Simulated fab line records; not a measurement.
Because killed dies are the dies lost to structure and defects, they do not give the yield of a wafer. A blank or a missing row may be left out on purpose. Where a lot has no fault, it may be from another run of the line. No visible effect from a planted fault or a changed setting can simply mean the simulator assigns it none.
Lot-split experiment -- flow n5 finfet -- on a route of 1938 steps: 7 lots, 21 wafers read

## THE SPLIT ITSELF
At N5_BEOL_M14_DEP_53 (deposits SiCN from 3MS/NH3, target thk 50 nm, time 17.8 s), the setting time s was moved away from the recipe's 17.8 s on 12 of the 21 wafers read, by -7.4% to +13.0%. For the rest of the wafers, this setting stayed at what the recipe calls for.

The split's own step is where the reading is taken.

## THE READING
SiCN_of_BEOL_M14_DEP_53.thk nm (the simulator's own value, which no gauge read), in nm, at N5_BEOL_M14_DEP_53 (deposits SiCN from 3MS/NH3, target thk 50 nm, time 17.8 s). There is no usual value for it anywhere in the file. The 9 wafers here that ran the recipe average 50.1 nm, standard deviation 0.68 nm.

wafer,"tool, chamber at the split","time s as run, s",against the recipe,"SiCN_of_BEOL_M14_DEP_53.thk nm, nm",against lot-mates on the recipe
L075.1,"pecvd-04, 1",17.8,recipe,49.8,-
L075.3,"pecvd-04, 2",17.8,recipe,50.4,-
L075.6,"pecvd-04, 2",20.08,+12.8%,56.8,+6.7
L077.1,"pecvd-01, 2",20.12,+13.0%,55.2,+5.8
L077.2,"pecvd-01, 0",20.12,+13.0%,55.8,+6.4
L077.5,"pecvd-01, 1",17.8,recipe,49.4,-
L080.4,"pecvd-02, 1",17.8,recipe,50.8,-
L080.5,"pecvd-02, 0",17.8,recipe,50.2,-
L080.6,"pecvd-02, 2",17.8,recipe,51.2,-
L082.1,"pecvd-01, 1",16.48,-7.4%,46,-3.4
L082.2,"pecvd-01, 0",17.8,recipe,49.4,-
L082.4,"pecvd-01, 0",16.48,-7.4%,46.6,-2.8
L083.1,"pecvd-01, 1",16.48,-7.4%,46,no lot-mate on the recipe
L083.4,"pecvd-01, 2",16.48,-7.4%,47,no lot-mate on the recipe
L083.6,"pecvd-01, 1",16.48,-7.4%,46.8,no lot-mate on the recipe
L093.1,"pecvd-02, 1,2",20.11,+13.0%,56.2,+5.8
L093.3,"pecvd-02, 1,2",20.11,+13.0%,56.2,+5.8
L093.6,"pecvd-02, 0",17.8,recipe,50.4,-
L097.2,"pecvd-04, 1",16.7,-6.2%,46.2,-2.8
L097.3,"pecvd-04, 0",17.8,recipe,49,-
L097.4,"pecvd-04, 1",16.7,-6.2%,46.8,-2.2
The file does not say which wafer passed through which chamber wherever a row lists several chambers: such a row stands for several wafers.

FIT RESULTS
A straight line over all 21 wafers: SiCN_of_BEOL_M14_DEP_53.thk nm changes by +0.475 nm for each +1% of time s; r = +0.99; the points scatter about the line by 0.63 nm.
The same after taking each lot's own level away (the mean of its wafers on the recipe; 18 wafers): +0.455 nm for each +1%; r = +0.99; scatter 0.37 nm.
According to that fit, moving time s by its largest amount changes the reading by 5.9 nm.
From 49.00 to 50.73 nm: that is the span of the lots' own levels, equal to 2.5 times the standard deviation above.
The two slopes agree, so the slope changes little with the lot-to-lot level.
Check: for one of the wafers moved furthest among these (+13.0%), held out of the fit, the line's prediction against its lot-mates is +6.11 nm. It came out at +5.8 nm against them.

## OTHER SPLITS ON THESE WAFERS
These wafers also went through other splits before the reading. Each is held against what the fit with the lots' levels taken away leaves over:
other split on the same wafers,wafers away from the commonest value,r with SiCN_of_BEOL_M14_DEP_53.thk nm (lot level and that fit taken away)
N5_BEOL_M13_TRENCH_ETCH_34 time s,8,-0.31
N5_BEOL_M14_ETCH_68 time s,7,-0.05

## THE FILE'S OWN FIT
SiCN_of_BEOL_M14_DEP_53.thk nm changes by +0.469 nm for each +1% of time s, r = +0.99.
